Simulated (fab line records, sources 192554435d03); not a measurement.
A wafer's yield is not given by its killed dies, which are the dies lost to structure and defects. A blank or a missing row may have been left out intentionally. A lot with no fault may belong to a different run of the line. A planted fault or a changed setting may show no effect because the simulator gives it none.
Matching of chambers || flow n5_finfet || N5_BEOL_M12_DESCUM_15 on rie_diel-03 has 4 sister chambers
The step chemistry O2, time 7.9 s. 8 wafers are shown with their chamber, then 10 later ones without.

== WAFERS WITH THEIR CHAMBER ==
{"wafer": "L086.4", "chamber": 2, "showerhead_plenum_p_Torr (Torr)": 2.02, "throttle_valve_pct (%)": 20.69}
{"wafer": "L089.3", "chamber": 2, "showerhead_plenum_p_Torr (Torr)": 2.02, "throttle_valve_pct (%)": 20.72}
{"wafer": "L089.5", "chamber": 1, "showerhead_plenum_p_Torr (Torr)": 2.07, "throttle_valve_pct (%)": 20.08}
{"wafer": "L094.1", "chamber": 0, "showerhead_plenum_p_Torr (Torr)": 2.16, "throttle_valve_pct (%)": 20.52}
{"wafer": "L094.2", "chamber": 1, "showerhead_plenum_p_Torr (Torr)": 2.06, "throttle_valve_pct (%)": 20.09}
{"wafer": "L094.3", "chamber": 3, "showerhead_plenum_p_Torr (Torr)": 1.99, "throttle_valve_pct (%)": 20.33}
{"wafer": "L094.4", "chamber": 3, "showerhead_plenum_p_Torr (Torr)": 1.99, "throttle_valve_pct (%)": 20.33}
{"wafer": "L094.5", "chamber": 0, "showerhead_plenum_p_Torr (Torr)": 2.16, "throttle_valve_pct (%)": 20.54}

== WAFERS WITH NO CHAMBER GIVEN ==
{"wafer": "L094.6", "showerhead_plenum_p_Torr (Torr)": 2.06, "throttle_valve_pct (%)": 20.08}
{"wafer": "L093.1", "showerhead_plenum_p_Torr (Torr)": 1.99, "throttle_valve_pct (%)": 20.33}
{"wafer": "L093.2", "showerhead_plenum_p_Torr (Torr)": 2.06, "throttle_valve_pct (%)": 20.08}
{"wafer": "L093.3", "showerhead_plenum_p_Torr (Torr)": 2.16, "throttle_valve_pct (%)": 20.53}
{"wafer": "L093.4", "showerhead_plenum_p_Torr (Torr)": 2.06, "throttle_valve_pct (%)": 20.09}
{"wafer": "L093.5", "showerhead_plenum_p_Torr (Torr)": 1.99, "throttle_valve_pct (%)": 20.33}
{"wafer": "L093.6", "showerhead_plenum_p_Torr (Torr)": 2.16, "throttle_valve_pct (%)": 20.53}
{"wafer": "L096.3", "showerhead_plenum_p_Torr (Torr)": 2.15, "throttle_valve_pct (%)": 20.54}
{"wafer": "L096.4", "showerhead_plenum_p_Torr (Torr)": 2.06, "throttle_valve_pct (%)": 20.11}
{"wafer": "L096.5", "showerhead_plenum_p_Torr (Torr)": 1.99, "throttle_valve_pct (%)": 20.36}

== WHICH CHAMBER EACH WENT THROUGH ==
{"wafer": "L094.6", "from the rows above": 1, "in truth": 1}
{"wafer": "L093.1", "from the rows above": 3, "in truth": 3}
{"wafer": "L093.2", "from the rows above": 1, "in truth": 1}
{"wafer": "L093.3", "from the rows above": 0, "in truth": 0}
{"wafer": "L093.4", "from the rows above": 1, "in truth": 1}
{"wafer": "L093.5", "from the rows above": 3, "in truth": 3}
{"wafer": "L093.6", "from the rows above": 0, "in truth": 0}
{"wafer": "L096.3", "from the rows above": 0, "in truth": 0}
{"wafer": "L096.4", "from the rows above": 1, "in truth": 1}
{"wafer": "L096.5", "from the rows above": 3, "in truth": 3}
Placed correctly: 10 of 10. Not placeable from these rows: 0. Wrongly placed: 0.
How it was worked out, from the rows above alone: a wafer's distance from a chamber is the root of the sum, over the readings, of the square of ((its reading less the chamber's mean) divided by the reading's scatter). If the next closest chamber is less than 2 further off than the closest, the wafer can't be placed; otherwise it belongs to the closest. A chamber's mean is the mean of its shown wafers. How the scatter is found: for the shown wafers, subtract from each reading the mean of its chamber, square and add these, divide the total by (wafers less chambers), then take the root.
